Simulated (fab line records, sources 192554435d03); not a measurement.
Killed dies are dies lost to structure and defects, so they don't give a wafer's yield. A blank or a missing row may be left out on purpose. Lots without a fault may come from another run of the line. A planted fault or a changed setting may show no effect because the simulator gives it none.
Chamber matching | flow n5_finfet | N5_BEOL_M0_ETCH_138 on rie_diel-02: 4 sister chambers
The step etches SiCN in CH3F/O2, target depth 12 nm, time 31.6 s. 16 wafers are shown with their chamber, then 8 later ones without.

WAFERS WITH THEIR CHAMBER
wafer  | chamber | drypump_motor_current_A (A) | showerhead_plenum_p_Torr (Torr) | throttle_valve_pct (%)
L080.2 | 0       | 6.1                         | 1.97                            | 16.04
L080.3 | 3       | 6.6                         | 2.11                            | 16.14
L080.4 | 2       | 5.7                         | 1.93                            | 16.53
L082.2 | 3       | 6.6                         | 2.11                            | 16.14
L082.3 | 2       | 5.7                         | 1.93                            | 16.53
L082.4 | 0       | 6.2                         | 1.97                            | 16.04
L085.2 | 1       | 5.6                         | 1.97                            | 16.02
L085.3 | 3       | 6.6                         | 2.11                            | 16.15
L085.4 | 2       | 5.7                         | 1.92                            | 16.56
L086.2 | 3       | 6.6                         | 2.11                            | 16.15
L086.3 | 2       | 5.7                         | 1.92                            | 16.58
L086.6 | 1       | 5.6                         | 1.97                            | 16.02
L089.2 | 1       | 5.6                         | 1.96                            | 16.04
L089.5 | 1       | 5.6                         | 1.96                            | 16.05
L089.6 | 0       | 6.1                         | 1.96                            | 16.08
L090.1 | 0       | 6.1                         | 1.96                            | 16.07

SIGNATURES (means of the wafers above)
reading                  | chamber 0 | chamber 1 | chamber 2 | chamber 3 | scatter within a chamber
drypump_motor_current_A  | 6.125     | 5.600     | 5.700     | 6.600     | 0.025
showerhead_plenum_p_Torr | 1.9650    | 1.9650    | 1.9250    | 2.1100    | 0.005
throttle_valve_pct       | 16.0575   | 16.0325   | 16.5500   | 16.1450   | 0.0179
Rule: a wafer's distance from a chamber is the root of the sum, over the readings, of the square of ((its reading less the chamber's mean) divided by the reading's scatter). The wafer belongs to the nearest chamber; if the next one is less than 2 further off, it can't be placed. The scatter: the root of (the sum of the squares of (reading less its chamber's mean) over the shown wafers, divided by (wafers less chambers)).

WAFERS WITHOUT THEIR CHAMBER
wafer  | drypump_motor_current_A (A) | showerhead_plenum_p_Torr (Torr) | throttle_valve_pct (%)
L090.5 | 6.6                         | 2.10                            | 16.18
L090.6 | 6.2                         | 1.96                            | 16.06
L091.2 | 5.7                         | 1.92                            | 16.61
L091.5 | 5.7                         | 1.92                            | 16.58
L091.6 | 6.6                         | 2.10                            | 16.18
L092.1 | 6.6                         | 2.10                            | 16.19
L092.2 | 5.6                         | 1.96                            | 16.06
L092.4 | 6.6                         | 2.10                            | 16.20

WHICH CHAMBER EACH WENT THROUGH
wafer  | from the rows above | in truth
L090.5 | 3                   | 3
L090.6 | 0                   | 0
L091.2 | 2                   | 2
L091.5 | 2                   | 2
L091.6 | 3                   | 3
L092.1 | 3                   | 3
L092.2 | 1                   | 1
L092.4 | 3                   | 3
Placed correctly: 8 of 8. Can't be placed from these rows: 0. Placed wrongly: 0.
